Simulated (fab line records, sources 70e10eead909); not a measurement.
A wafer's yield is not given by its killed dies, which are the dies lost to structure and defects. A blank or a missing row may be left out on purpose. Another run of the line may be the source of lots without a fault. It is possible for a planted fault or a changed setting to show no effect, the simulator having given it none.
A lot that was struck, set against a sound lot + flow nand-harc + 15 out of 1159 route steps
Sound: wafers L728.3, L728.4, L728.5. Struck: wafers L732.4, L732.5. (L732.2 of the same lot was not struck and is left out.) The cause comes at the end.
At each step with rows: each side's tool, then ch and its chambers, then its first start. Under that, the readings that differ: sound wafers + struck wafers + difference of the means + sigmas: that difference in standard deviations of wafers without a fault.
alike: same words and numbers on both sides, and readings whose means sit less than 2 such deviations apart. not compared: any withheld reading, any reading some wafer has no value for, any bound like >300 that may hide the same value, and any number with overlapping values for which the record gives no deviation.
A row with sigmas, a row that says differs or no value, or rows on one side alone: a step with any of these is where the two part. Numbers that don't overlap but have no deviation are shown without sigmas and don't part them. A reading that every wafer of one side lacks parts them only if that side has two wafers or more.

first, 1 step without rows for these wafers: NHARC_A_ONON_D1_DEP_03 (target thk 1000 nm).
NHARC_A_ONON_D1_THK_MEAS_05: measures by ellipsometry.
  sound: film-metro-01 at day 10 04:20; struck: film-metro-01 at day 11 07:32
  alike: thk-nm
then, 1 step without rows for these wafers: NHARC_A_ONON_D1_DEP_06 (target thk 1000 nm).
NHARC_A_ONON_D1_THK_MEAS_08: measures by ellipsometry.
  sound: film-metro-02 at day 10 04:54; struck: film-metro-02 at day 11 08:07
  alike: thk-nm
then, 1 step without rows for these wafers: NHARC_A_ONON_D1_DEP_09 (target thk 1000 nm).
NHARC_A_ONON_D1_THK_MEAS_11: measures by ellipsometry.
  sound: film-metro-02 at day 10 05:28; struck: film-metro-02 at day 11 08:40
| reading     | sound          | struck  | difference | sigmas |
|-------------|----------------|---------|------------|--------|
| thk-nm (nm) | 1027 1026 1026 | 985 986 | -41        | -3     |
then, 1 step without rows for these wafers: NHARC_A_ONON_D1_DEP_12 (target thk 1000 nm).
NHARC_A_ONON_D1_THK_MEAS_14: measures by ellipsometry.
  sound: film-metro-02 at day 10 06:04; struck: film-metro-02 at day 11 09:14
| reading     | sound       | struck    | difference | sigmas |
|-------------|-------------|-----------|------------|--------|
| thk-nm (nm) | 990 992 989 | 1008 1008 | +18        | +2     |
then, 2 steps without rows for these wafers: NHARC_A_ONON_D1_ANNEAL_15 (time 3600 s); NHARC_A_ONON_D1_DEP_16 (target thk 1000 nm).
NHARC_A_ONON_D1_THK_MEAS_18: measures by ellipsometry.
  sound: film-metro-02 at day 10 13:07; struck: film-metro-01 at day 11 17:09
  alike: thk-nm
NHARC_A_ONON_D1_DEP_19: target thk 1000 nm.
  sound on pecvd-onon-02 ch 0, day 10 13:17; struck on pecvd-onon-01 ch 0, day 11 17:16
| reading              | sound          | struck    | difference | sigmas |
|----------------------|----------------|-----------|------------|--------|
| n2o-flow-sccm (sccm) | 2004 2002 2000 | 1986 1988 | -15        | -2     |
  alike: nh3-flow-sccm
NHARC_A_ONON_D1_THK_MEAS_21: measures by ellipsometry.
  sound: film-metro-01 at day 10 13:41; struck: film-metro-02 at day 11 17:43
| reading     | sound          | struck  | difference | sigmas |
|-------------|----------------|---------|------------|--------|
| thk-nm (nm) | 1012 1011 1012 | 635 635 | -377       | -38    |
then, 1 step without rows for these wafers: NHARC_A_ONON_D1_DEP_22 (target thk 1000 nm).
-- the record jumps here: 11 days lie between the struck wafers' starts before and after (it left off in module A_ONON_D1 and takes up again in module END, whose first step shown is number 1159 of the route) --
NHARC_END_SORT_01:
  only the struck wafers appear in the record here, on prober-01 ch 0 at day 22 20:20; the sound ones have no rows

## WHERE THEY PART
Earliest at NHARC_A_ONON_D1_THK_MEAS_11; latest, in this record, at NHARC_END_SORT_01.

WHY: what had been put in by the simulator
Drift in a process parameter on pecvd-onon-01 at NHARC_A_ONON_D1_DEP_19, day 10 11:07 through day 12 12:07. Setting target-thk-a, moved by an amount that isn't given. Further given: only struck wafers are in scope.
